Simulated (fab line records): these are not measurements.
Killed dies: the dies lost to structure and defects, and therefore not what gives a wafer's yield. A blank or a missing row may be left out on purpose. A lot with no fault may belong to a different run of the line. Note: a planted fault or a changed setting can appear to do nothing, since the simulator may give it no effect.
Chamber matching / flow n5 finfet / 4 sister chambers for N5_BEOL_M7_DESCUM_33 on rie diel-03
The step chemistry O2, time 7 s. 8 wafers are shown with their chamber, then 10 later ones without.

WAFERS WITH THEIR CHAMBER
wafer=L082.4; chamber=3; showerhead plenum p Torr (Torr)=2.18; throttle valve pct (%)=20.77
wafer=L083.1; chamber=2; showerhead plenum p Torr (Torr)=2.07; throttle valve pct (%)=20.38
wafer=L083.5; chamber=1; showerhead plenum p Torr (Torr)=2.13; throttle valve pct (%)=20.25
wafer=L085.3; chamber=0; showerhead plenum p Torr (Torr)=2.15; throttle valve pct (%)=20.10
wafer=L085.5; chamber=3; showerhead plenum p Torr (Torr)=2.17; throttle valve pct (%)=20.78
wafer=L085.6; chamber=0; showerhead plenum p Torr (Torr)=2.15; throttle valve pct (%)=20.08
wafer=L087.3; chamber=2; showerhead plenum p Torr (Torr)=2.07; throttle valve pct (%)=20.39
wafer=L087.4; chamber=1; showerhead plenum p Torr (Torr)=2.13; throttle valve pct (%)=20.26

WAFERS MISSING THEIR CHAMBER
wafer=L087.5; showerhead plenum p Torr (Torr)=2.17; throttle valve pct (%)=20.79
wafer=L093.2; showerhead plenum p Torr (Torr)=2.06; throttle valve pct (%)=20.37
wafer=L093.4; showerhead plenum p Torr (Torr)=2.13; throttle valve pct (%)=20.27
wafer=L093.6; showerhead plenum p Torr (Torr)=2.15; throttle valve pct (%)=20.11
wafer=L094.3; showerhead plenum p Torr (Torr)=2.14; throttle valve pct (%)=20.15
wafer=L094.5; showerhead plenum p Torr (Torr)=2.14; throttle valve pct (%)=20.13
wafer=L094.6; showerhead plenum p Torr (Torr)=2.17; throttle valve pct (%)=20.49
wafer=L096.1; showerhead plenum p Torr (Torr)=2.06; throttle valve pct (%)=20.41
wafer=L096.4; showerhead plenum p Torr (Torr)=2.17; throttle valve pct (%)=20.51
wafer=L096.5; showerhead plenum p Torr (Torr)=2.12; throttle valve pct (%)=20.28

THE CHAMBER EACH PASSED THROUGH
wafer=L087.5; from the rows above=3; in truth=3
wafer=L093.2; from the rows above=2; in truth=2
wafer=L093.4; from the rows above=1; in truth=1
wafer=L093.6; from the rows above=0; in truth=0
wafer=L094.3; from the rows above=0; in truth=0
wafer=L094.5; from the rows above=0; in truth=0
wafer=L094.6; from the rows above=1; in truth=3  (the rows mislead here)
wafer=L096.1; from the rows above=2; in truth=2
wafer=L096.4; from the rows above=can't be placed: 3 or 1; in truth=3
wafer=L096.5; from the rows above=1; in truth=1
8 of 10 placed correctly. Not placeable from these rows: 1 (in 1, the candidates include the true chamber). Placed wrongly: 1.
How it was worked out, from the rows above alone: a wafer's distance from a chamber is the root of the sum, over the readings, of the square of ((its reading less the chamber's mean) divided by the reading's scatter). If the next closest chamber is less than 2 further off than the closest, the wafer can't be placed; otherwise it belongs to the closest. Each chamber's mean is taken over the wafers shown for it. The scatter: the root of (the sum of the squares of (reading less its chamber's mean) over the shown wafers, divided by (wafers less chambers)).
